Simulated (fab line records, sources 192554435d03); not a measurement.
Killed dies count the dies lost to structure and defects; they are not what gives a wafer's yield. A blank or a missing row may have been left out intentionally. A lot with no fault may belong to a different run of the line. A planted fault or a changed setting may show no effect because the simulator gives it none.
Matching of chambers	flow n5-finfet	N5_MOL_CONTACT_COAG_ETCHBACK_132 on rie-diel-04 has 4 sister chambers
The step etches SiO2 in CHF3, target depth 10 nm, time 6.7 s. 4 wafers are shown with their chamber, then 12 later ones without.

== WAFERS, EACH WITH ITS CHAMBER ==
wafer	chamber	showerhead-plenum-p-Torr (Torr)
L083.5	3	2.46
L083.6	2	2.37
L085.3	0	2.35
L085.6	1	2.46

== WAFERS WITHOUT THEIR CHAMBER ==
wafer	showerhead-plenum-p-Torr (Torr)
L086.2	2.46
L086.3	2.36
L086.6	2.35
L093.3	2.34
L093.5	2.45
L093.6	2.36
L095.1	2.35
L095.4	2.36
L095.6	2.45
L094.1	2.45
L094.2	2.35
L094.6	2.35

== THE CHAMBER EACH PASSED THROUGH ==
wafer	from the rows above	in truth
L086.2	can't be placed: 1 or 3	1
L086.3	can't be placed: 0 or 2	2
L086.6	0	0
L093.3	0	0
L093.5	can't be placed: 1 or 3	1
L093.6	can't be placed: 0 or 2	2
L095.1	0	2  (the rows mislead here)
L095.4	can't be placed: 0 or 2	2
L095.6	can't be placed: 1 or 3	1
L094.1	can't be placed: 1 or 3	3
L094.2	0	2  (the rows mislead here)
L094.6	0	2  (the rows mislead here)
Placed correctly: 2 of 12. Cannot be placed on the basis of these rows: 7; the candidates contain the true chamber in 7. 3 placed wrongly.
How it was worked out, from the rows above alone: a wafer's distance from a chamber is the root of the sum, over the readings, of the square of ((its reading less the chamber's mean) divided by the reading's scatter). The wafer belongs to the nearest chamber; if the next one is less than 2 further off, it can't be placed. A chamber's mean is the mean of its shown wafers. The scatter: root of mean squared gap, hidden wafer to nearest shown wafer, with one shown wafer a chamber.
